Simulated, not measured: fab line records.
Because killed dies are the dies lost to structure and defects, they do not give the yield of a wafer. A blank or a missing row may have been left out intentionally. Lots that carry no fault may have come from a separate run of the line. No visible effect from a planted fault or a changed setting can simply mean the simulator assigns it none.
Comparing a struck lot with a sound one    flow n5Finfet    18 out of 1938 route steps
Sound: these wafers, L170.1, L170.3, L170.5. Wafers L177.1, L177.2, L177.3 were the ones struck. The cause comes at the end.
For every step that has rows: the tool of each side, followed by ch and its chambers, followed by its first start. Under that, the readings that differ: sound wafers    struck wafers    difference of the means    sigmas: that difference in standard deviations of wafers without a fault.
alike: same words and numbers on both sides, and readings whose means sit less than 2 such deviations apart. not compared: any withheld reading, any reading some wafer has no value for, any bound like >300 that may hide the same value, and any number with overlapping values for which the record gives no deviation.
A row with sigmas, a row that says differs or no value, or rows on one side alone: a step with any of these is where the two part. Numbers that have no deviation but don't overlap get no sigmas and don't part them. A reading that every wafer of one side lacks parts them only if that side has two wafers or more.

N5_BEOL_M9_ETCH_62: etches SOC in N2/H2, target depth 110 nm, overetch 22 nm, time 165 s.
  sound on rieDiel-02 ch 0,2,3, day 11 13:54; struck on rieDiel-04 ch 0,1,3, day 13 15:16
  alike: drypumpMotorCurrentA, oesProductAu, rfVppV, showerheadPlenumPTorr, throttleValvePct
  not compared: rfHoursCounterH
then, 1 step without rows for these wafers: N5_BEOL_M9_STRIP_68 (strips in N2/H2).
N5_BEOL_M9_STRIP_67: strips in CF4.
  sound on rieDiel-02 ch 0,2,3, day 11 14:02; struck on rieDiel-04 ch 0,1,3, day 13 15:25
  alike: drypumpMotorCurrentA, oesProductAu, rfVppV, showerheadPlenumPTorr, throttleValvePct
  not compared: rfHoursCounterH
N5_BEOL_M9_HM_OPEN_17: chemistry Cl2/BCl3, target TiN, target depth 20 nm, overetch 6 nm.
  sound on rieMetal-01 ch 0,1, day 11 14:05; struck on rieMetal-02 ch 0,1, day 13 15:27
  alike: drypumpMotorCurrentA, mfcCl2Sccm, oesProductAu, throttleValvePct
  not compared: rfHoursCounterH
N5_BEOL_M9_STRIP_19: strips in O2.
  sound on rieDiel-05 ch 0,2, day 11 14:18; struck on rieDiel-05 ch 1,2,3, day 13 15:34
  alike: drypumpMotorCurrentA, oesProductAu, rfVppV, showerheadPlenumPTorr, throttleValvePct
  not compared: rfHoursCounterH
N5_BEOL_M9_CD_MEAS_18: pitch 140 nm, target cd 70 nm.
  struck on cdSem-03, day 13 15:38; sound on cdSem-01, day 11 14:22
  alike: cdNm
then, 6 steps without rows for these wafers: N5_BEOL_M9_COAT_63 (time 60 s, resist thk 60 nm); N5_BEOL_M9_COAT_64 (time 60 s, resist thk 12 nm); N5_BEOL_M9_COAT_75 (time 60 s, resist thk 5 nm); N5_BEOL_M9_COAT_22 (resist thk 30 nm); N5_BEOL_M9_EBR_24; N5_BEOL_M9_SOFTBAKE_23 (time 60 s).
N5_BEOL_M9_EXPOSE_25: exposes mask V8.
  sound on euvScanner-01 ch 0, day 11 17:11; struck on euvScanner-02 ch 0, day 13 16:24
reading            sound              struck             difference  sigmas
exposureDoseMJCm2  37.14 37.16 37.17  36.02 36.01 36.01  -1.14       -19
  alike: mask
then, 2 steps without rows for these wafers: N5_BEOL_M9_PEB_26 (peb time 60 s); N5_BEOL_M9_DEVELOP_27 (develop time 30 s).
N5_BEOL_M9_CD_MEAS_28: target cd 70 nm.
  sound on cdSem-03 ch 0, day 11 17:19; struck on cdSem-02 ch 0, day 13 16:32
reading    sound              struck             difference  sigmas
cdNm (nm)  69.47 69.76 69.79  69.18 68.90 68.62  -0.77       -3
N5_BEOL_M9_OVL_MEAS_29:
  sound on overlay-01 ch 0, day 11 17:21; struck on overlay-02 ch 0, day 13 16:34
  alike: V8_OVL
after that, 1 step had no rows for these wafers: N5_PASSIVATION_PROBE_49.

WHERE THEY PART
Last at N5_BEOL_M9_CD_MEAS_28 as far as this record goes, first at N5_BEOL_M9_EXPOSE_25. Later steps at which nothing parts them and some readings are alike: N5_BEOL_M9_OVL_MEAS_29.

WHY: what the simulator had put in
Process parameters drifting: euvScanner-02 at N5_BEOL_M9_EXPOSE_25, beginning at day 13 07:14. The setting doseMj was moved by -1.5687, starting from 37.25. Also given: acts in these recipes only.
